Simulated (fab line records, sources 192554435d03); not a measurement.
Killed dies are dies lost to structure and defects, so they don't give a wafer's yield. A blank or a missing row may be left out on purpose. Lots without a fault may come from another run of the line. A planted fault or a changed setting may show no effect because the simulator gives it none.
Chamber matching | flow n5_finfet | N5_ILD0_CMP_07 on cmp-03: 4 sister chambers
The step polishes SiO2 flowable, stops on poly-Si, t overpolish 1.18 s, target thk 138.88 nm. 4 wafers are shown with their chamber, then 9 later ones without.

WAFERS WITH THEIR CHAMBER
wafer  | chamber | motor_current_A (A)
L082.4 | 0       | 11.8
L088.2 | 1       | 13.0
L088.3 | 2       | 13.7
L088.5 | 3       | 12.5

WAFERS WITHOUT THEIR CHAMBER
wafer  | motor_current_A (A)
L090.3 | 13.4
L090.4 | 11.4
L090.6 | 11.6
L092.2 | 14.0
L092.4 | 11.5
L092.6 | 13.6
L097.1 | 13.5
L097.2 | 11.6
L097.6 | 12.4

WHICH CHAMBER EACH WENT THROUGH
wafer  | from the rows above          | in truth
L090.3 | can't be placed: 2 or 1      | 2
L090.4 | 0                            | 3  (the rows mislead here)
L090.6 | 0                            | 0
L092.2 | 2                            | 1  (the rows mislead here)
L092.4 | 0                            | 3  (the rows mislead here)
L092.6 | can't be placed: 2 or 1      | 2
L097.1 | can't be placed: 2 or 1      | 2
L097.2 | 0                            | 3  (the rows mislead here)
L097.6 | can't be placed: 3 or 0 or 1 | 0
Placed correctly: 1 of 9. Can't be placed from these rows: 4 (the true chamber is among the candidates in 4). Placed wrongly: 4.
How it was worked out, from the rows above alone: a wafer's distance from a chamber is the root of the sum, over the readings, of the square of ((its reading less the chamber's mean) divided by the reading's scatter). The wafer belongs to the nearest chamber; if the next one is less than 2 further off, it can't be placed. A chamber's mean is the mean of its shown wafers. The scatter: with one shown wafer a chamber, the root of the mean of the squares of how far each hidden wafer lies from its nearest shown one.
